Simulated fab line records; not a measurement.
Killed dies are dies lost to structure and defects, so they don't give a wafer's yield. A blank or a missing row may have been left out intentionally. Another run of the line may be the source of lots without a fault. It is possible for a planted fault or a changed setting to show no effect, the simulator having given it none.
Which tool did it?	flow n5-finfet	Sampling: 22 lots, 66 wafers, 5 of 1938 route steps

WHAT EACH GAUGE READ, for each wafer
N5_BEOL_M6_CD_MEAS_28: the cd target is 40 nm.
lot	measured	on	cd-nm (nm)
L074	day 8 13:42	cd-sem-01	40.02 40.19 40.04
L077	day 9 11:02	cd-sem-03	40.15 39.75 39.97
L076	day 9 11:05	cd-sem-01	39.89 39.80 39.95
L078	day 9 16:27	cd-sem-03	39.77 39.92 39.76
L079	day 9 16:17	cd-sem-01	40.11 40.19 39.91
L080	day 10 04:47	cd-sem-03	40.07 40.14 39.71
L081	day 10 14:16	cd-sem-03	39.83 40.31 39.99
L082	day 10 18:46	cd-sem-03	39.86 39.69 39.93
L083	day 10 22:23	cd-sem-02	39.53 39.65 39.87
L085	day 11 13:58	cd-sem-03	40.01 39.84 39.99
L084	day 12 00:22	cd-sem-01	40.14 40.10 39.99
L086	day 12 00:11	cd-sem-03	40.00 39.73 39.68
L088	day 12 03:20	cd-sem-01	40.00 40.17 39.87
L087	day 12 12:05	cd-sem-01	39.99 39.85 40.26
L089	day 12 12:59	cd-sem-03	39.94 40.04 39.81
L090	day 12 17:36	cd-sem-02	39.84 40.22 40.03
L091	day 12 20:19	cd-sem-02	39.88 40.04 40.08
L093	day 13 05:58	cd-sem-01	40.23 40.39 40.39
L092	day 13 12:07	cd-sem-03	40.31 40.07 39.77
L094	day 14 04:36	cd-sem-03	39.46 39.73 39.86
L095	day 14 07:46	cd-sem-01	40.00 40.10 39.78
L097	day 14 19:35	cd-sem-03	39.79 39.89 40.11

N5_BEOL_M6_OCD_MEAS_38.
lot	measured	on	trench-depth-nm (nm)
L074	day 8 15:16	ocd-01	92.7 93.9 93.2
L077	day 9 11:50	ocd-01	95.5 95.3 95.6
L076	day 9 12:14	ocd-01	93.9 93.3 93.5
L078	day 9 17:07	ocd-01	96.8 94.4 94.1
L079	day 9 16:50	ocd-01	96.0 94.4 94.5
L080	day 10 05:20	ocd-02	96.1 96.4 96.0
L081	day 10 14:49	ocd-02	95.4 93.6 94.8
L082	day 10 19:19	ocd-01	94.4 94.8 93.8
L083	day 10 23:21	ocd-02	95.8 96.7 94.1
L085	day 11 14:31	ocd-01	97.1 96.4 97.7
L084	day 12 01:12	ocd-01	93.7 95.8 96.3
L086	day 12 00:58	ocd-02	95.7 95.3 95.7
L088	day 12 04:05	ocd-02	93.3 96.8 93.7
L087	day 12 12:38	ocd-01	96.7 95.1 94.6
L089	day 12 13:43	ocd-01	95.4 93.2 94.1
L090	day 12 18:29	ocd-02	94.7 94.6 95.5
L091	day 12 21:04	ocd-01	95.4 95.4 93.4
L093	day 13 06:31	ocd-01	94.8 93.5 94.6
L092	day 13 13:10	ocd-02	92.9 93.7 93.5
L094	day 14 05:09	ocd-01	93.2 93.0 94.8
L095	day 14 08:19	ocd-02	94.2 93.3 94.0
L097	day 14 20:20	ocd-02	95.0 93.8 93.7

WHAT TOOL EACH LOT RAN ON (gives the tool, then ch and the chambers of the sampled wafers, and finally the start)
lot	N5_BEOL_M6_DESCUM_16	N5_BEOL_M6_ETCH_62	N5_BEOL_M6_ETCH_65
L074	rie-diel-04 ch 1,2,3, day 8 11:58	rie-diel-04 ch 1,2,3, day 8 12:04	rie-diel-06 ch 0,3, day 8 14:53
L077	rie-diel-05 ch 0,1,3, day 9 05:56	rie-diel-05 ch 0,1,3, day 9 06:02	rie-diel-05 ch 0,1,2, day 9 11:28
L076	rie-diel-06 ch 0,1,3, day 9 09:53	rie-diel-06 ch 0,1,3, day 9 09:59	rie-diel-06 ch 0,3, day 9 11:52
L078	rie-diel-05 ch 0,1,2, day 9 13:26	rie-diel-05 ch 0,1,2, day 9 13:32	rie-diel-04 ch 0,1,3, day 9 16:44
L079	rie-diel-04 ch 0,1,2, day 9 13:37	rie-diel-04 ch 0,1,2, day 9 13:43	rie-diel-05 ch 0,1,2, day 9 16:27
L080	rie-diel-04 ch 2,3, day 10 03:05	rie-diel-04 ch 2,3, day 10 03:10	rie-diel-05 ch 0,2, day 10 04:57
L081	rie-diel-05 ch 0,1, day 10 12:56	rie-diel-05 ch 0,1, day 10 13:01	rie-diel-04 ch 1,2,3, day 10 14:26
L082	rie-diel-05 ch 0,1, day 10 16:32	rie-diel-05 ch 0,1, day 10 16:38	rie-diel-06 ch 0,1,2, day 10 18:56
L083	rie-diel-05 ch 0,1,2, day 10 20:39	rie-diel-05 ch 0,1,2, day 10 20:44	rie-diel-04 ch 0,1,3, day 10 22:59
L085	rie-diel-05 ch 1,2, day 11 11:58	rie-diel-05 ch 1,2, day 11 12:04	rie-diel-04 ch 1,2,3, day 11 14:08
L084	rie-diel-05 ch 1,2, day 11 21:37	rie-diel-05 ch 1,2, day 11 21:43	rie-diel-06 ch 0,3, day 12 00:50
L086	rie-diel-04 ch 1,2,3, day 11 21:58	rie-diel-04 ch 1,2,3, day 11 22:04	rie-diel-04 ch 2,3, day 12 00:36
L088	rie-diel-06 ch 0,2,3, day 12 01:39	rie-diel-06 ch 0,2,3, day 12 01:45	rie-diel-06 ch 2,3, day 12 03:43
L087	rie-diel-05 ch 0,1,3, day 12 11:06	rie-diel-05 ch 0,1,3, day 12 11:11	rie-diel-06 ch 1,2,3, day 12 12:16
L089	rie-diel-04 ch 0,3, day 12 12:13	rie-diel-04 ch 0,3, day 12 12:19	rie-diel-05 ch 1,3, day 12 13:19
L090	rie-diel-06 ch 0,1, day 12 15:31	rie-diel-06 ch 0,1, day 12 15:37	rie-diel-05 ch 0,2,3, day 12 18:06
L091	rie-diel-06 ch 0,2,3, day 12 19:22	rie-diel-06 ch 0,2,3, day 12 19:28	rie-diel-05 ch 1,2,3, day 12 20:41
L093	rie-diel-04 ch 0,1, day 13 05:04	rie-diel-04 ch 0,1, day 13 05:10	rie-diel-05 ch 0,1, day 13 06:09
L092	rie-diel-06 ch 0,1,3, day 13 09:04	rie-diel-06 ch 0,1,3, day 13 09:10	rie-diel-05 ch 0,1,3, day 13 12:48
L094	rie-diel-05 ch 0,1,2, day 14 00:40	rie-diel-05 ch 0,1,2, day 14 00:45	rie-diel-06 ch 0,1,3, day 14 04:46
L095	rie-diel-05 ch 0,2,3, day 14 06:07	rie-diel-05 ch 0,2,3, day 14 06:13	rie-diel-06 ch 0,1,2, day 14 07:56
L097	rie-diel-04 ch 0,1, day 14 18:41	rie-diel-04 ch 0,1, day 14 18:46	rie-diel-04 ch 0,1,3, day 14 19:58
- N5_BEOL_M6_DESCUM_16: chemistry O2, time 7.9 s.
- N5_BEOL_M6_ETCH_62: etches SOC in N2/H2, target depth 110 nm, overetch 22 nm, time 165 s.
- N5_BEOL_M6_ETCH_65: etches SiARC in CF4, target depth 15.6 nm, time 26 s.

WHAT THE TOOLS THEMSELVES READ (means of the sampled wafers that have a number; where no wafer has one, the mark that the record gives instead)
N5_BEOL_M6_DESCUM_16.
lot	tool	chamber-pressure-mTorr (mTorr)	drypump-motor-current-A (A)	oes-product-au (a.u.)	rf-vpp-V (V)	showerhead-plenum-p-Torr (Torr)	throttle-valve-pct (%)
L074	rie-diel-04	19.989	5.8	0.88	243.6	2.12	20.21
L077	rie-diel-05	19.994	5.6	0.77	243.5	2.16	20.39
L076	rie-diel-06	20.004	6.3	0.75	243.3	2.09	20.27
L078	rie-diel-05	20.018	5.5	0.85	244.6	2.18	20.15
L079	rie-diel-04	19.995	5.8	0.83	243.9	2.12	20.31
L080	rie-diel-04	20.006	5.8	0.84	243.5	2.12	20.44
L081	rie-diel-05	20.006	5.5	0.77	244.4	2.19	20.29
L082	rie-diel-05	20.000	5.2	0.82	245.4	2.20	20.35
L083	rie-diel-05	19.999	5.5	0.82	244.3	2.17	20.16
L085	rie-diel-05	20.005	5.8	0.82	243.8	2.14	19.99
L084	rie-diel-05	19.996	5.7	0.82	243.8	2.14	20.00
L086	rie-diel-04	20.011	5.9	0.83	243.4	2.11	20.24
L088	rie-diel-06	20.015	6.0	0.81	243.1	2.10	20.19
L087	rie-diel-05	19.987	5.5	0.83	244.0	2.14	20.30
L089	rie-diel-04	20.000	5.5	0.84	244.1	2.12	20.29
L090	rie-diel-06	19.998	6.3	0.79	244.1	2.17	20.37
L091	rie-diel-06	20.015	6.0	0.79	243.4	2.10	20.20
L093	rie-diel-04	19.988	5.6	0.81	243.8	2.12	20.27
L092	rie-diel-06	19.995	6.3	0.82	243.1	2.17	20.17
L094	rie-diel-05	20.003	5.5	0.78	244.5	2.16	20.21
L095	rie-diel-05	19.985	5.6	0.85	243.4	2.13	20.22
L097	rie-diel-04	19.998	5.8	0.79	242.8	2.11	20.18

N5_BEOL_M6_ETCH_62.
lot	tool	chamber-pressure-mTorr (mTorr)	drypump-motor-current-A (A)	n2-flow-sccm (sccm)	oes-product-au (a.u.)	rf-vpp-V (V)	showerhead-plenum-p-Torr (Torr)	throttle-valve-pct (%)
L074	rie-diel-04	30.000	5.9	200.0	0.73	525.5	2.59	17.59
L077	rie-diel-05	30.027	5.5	199.4	0.65	526.8	2.63	17.82
L076	rie-diel-06	30.000	6.3	199.6	0.64	523.9	2.54	17.67
L078	rie-diel-05	29.985	5.5	200.7	0.71	527.2	2.66	17.53
L079	rie-diel-04	30.000	5.8	199.9	0.71	525.0	2.58	17.67
L080	rie-diel-04	29.999	5.8	199.8	0.70	524.7	2.57	17.86
L081	rie-diel-05	30.023	5.5	199.7	0.66	527.3	2.67	17.70
L082	rie-diel-05	29.998	5.3	200.4	0.70	528.1	2.69	17.79
L083	rie-diel-05	29.996	5.5	200.0	0.70	526.7	2.65	17.58
L085	rie-diel-05	30.008	5.7	200.4	0.69	524.9	2.61	17.35
L084	rie-diel-05	29.986	5.7	199.3	0.69	525.7	2.60	17.36
L086	rie-diel-04	30.001	5.8	199.0	0.70	524.4	2.57	17.65
L088	rie-diel-06	30.014	6.0	199.6	0.68	524.1	2.56	17.58
L087	rie-diel-05	29.976	5.6	200.1	0.71	526.5	2.61	17.72
L089	rie-diel-04	30.003	5.5	199.9	0.71	525.0	2.57	17.60
L090	rie-diel-06	29.997	6.3	200.8	0.67	526.0	2.63	17.75
L091	rie-diel-06	30.000	6.0	200.4	0.67	524.1	2.55	17.60
L093	rie-diel-04	30.014	5.6	200.2	0.69	524.5	2.56	17.60
L092	rie-diel-06	29.988	6.3	199.5	0.69	526.7	2.63	17.56
L094	rie-diel-05	29.980	5.5	199.9	0.67	526.5	2.64	17.62
L095	rie-diel-05	29.997	5.6	200.4	0.71	525.2	2.58	17.60
L097	rie-diel-04	29.998	5.8	200.5	0.68	524.6	2.56	17.54

N5_BEOL_M6_ETCH_65.
lot	tool	chamber-pressure-mTorr (mTorr)	drypump-motor-current-A (A)	etch-rf-on-time-s (s)	oes-product-au (a.u.)	rf-vpp-V (V)	showerhead-plenum-p-Torr (Torr)	throttle-valve-pct (%)
L074	rie-diel-06	40.00	6.4	26.0	0.60	183.3	2.07	15.41
L077	rie-diel-05	39.99	5.5	26.0	0.72	184.8	2.23	15.33
L076	rie-diel-06	39.99	6.1	26.2	0.61	183.2	2.09	15.45
L078	rie-diel-04	40.01	5.7	25.4	0.75	183.9	2.18	15.32
L079	rie-diel-05	40.02	5.5	26.0	0.71	184.6	2.23	15.35
L080	rie-diel-05	39.96	5.5	26.1	0.75	185.3	2.21	15.22
L081	rie-diel-04	39.98	5.8	25.5	0.72	184.7	2.17	15.41
L082	rie-diel-06	40.02	6.0	26.0	0.65	183.9	2.14	15.57
L083	rie-diel-04	39.97	5.6	25.6	0.74	183.3	2.17	15.34
L085	rie-diel-04	40.02	5.8	25.7	0.71	184.0	2.17	15.43
L084	rie-diel-06	40.02	6.4	25.6	0.76	184.9	2.22	15.12
L086	rie-diel-04	39.98	5.7	25.6	0.72	183.4	2.17	15.43
L088	rie-diel-06	40.02	6.0	25.9	0.70	184.6	2.12	15.45
L087	rie-diel-06	40.01	6.2	25.7	0.72	184.7	2.19	15.40
L089	rie-diel-05	39.99	5.8	26.0	0.67	185.4	2.18	15.46
L090	rie-diel-05	40.02	5.6	25.9	0.74	185.2	2.18	15.36
L091	rie-diel-05	40.01	5.8	26.1	0.70	184.3	2.16	15.33
L093	rie-diel-05	40.00	5.5	26.0	0.64	185.3	2.23	15.55
L092	rie-diel-05	40.01	5.6	26.0	0.69	184.7	2.19	15.51
L094	rie-diel-06	40.01	6.3	26.4	0.69	185.0	2.21	15.36
L095	rie-diel-06	40.00	6.0	26.5	0.64	183.9	2.13	15.63
L097	rie-diel-04	40.00	5.7	26.1	0.69	184.1	2.16	15.42

THE ANSWER, worked out from the rows above alone
Rule: the lots themselves supply what counts as usual. The widest of any qualifying gaps counts: lots, ordered by their means at a reading, are off when they make up no more than a third of the lots, leave a main group of 4 or more, and stand apart from it by 3 or more times the standard deviation of that group's means. Not used: any main group whose means are identical at the precision the tables above print for the reading. A lot without any number at a reading at which 4 lots or more have one is off too. All remaining lots with rows at the step are treated as sound. After the gauges, taken in route order, come the tools' own readings; for these a lot's mean is taken, as printed above. At the first step where some lot is off, the reading lying furthest off is the one used; lots without a number count as furthest.
No lot is off at any reading shown: from this, nothing can be told.

WHAT THE SIMULATOR HAD INSERTED
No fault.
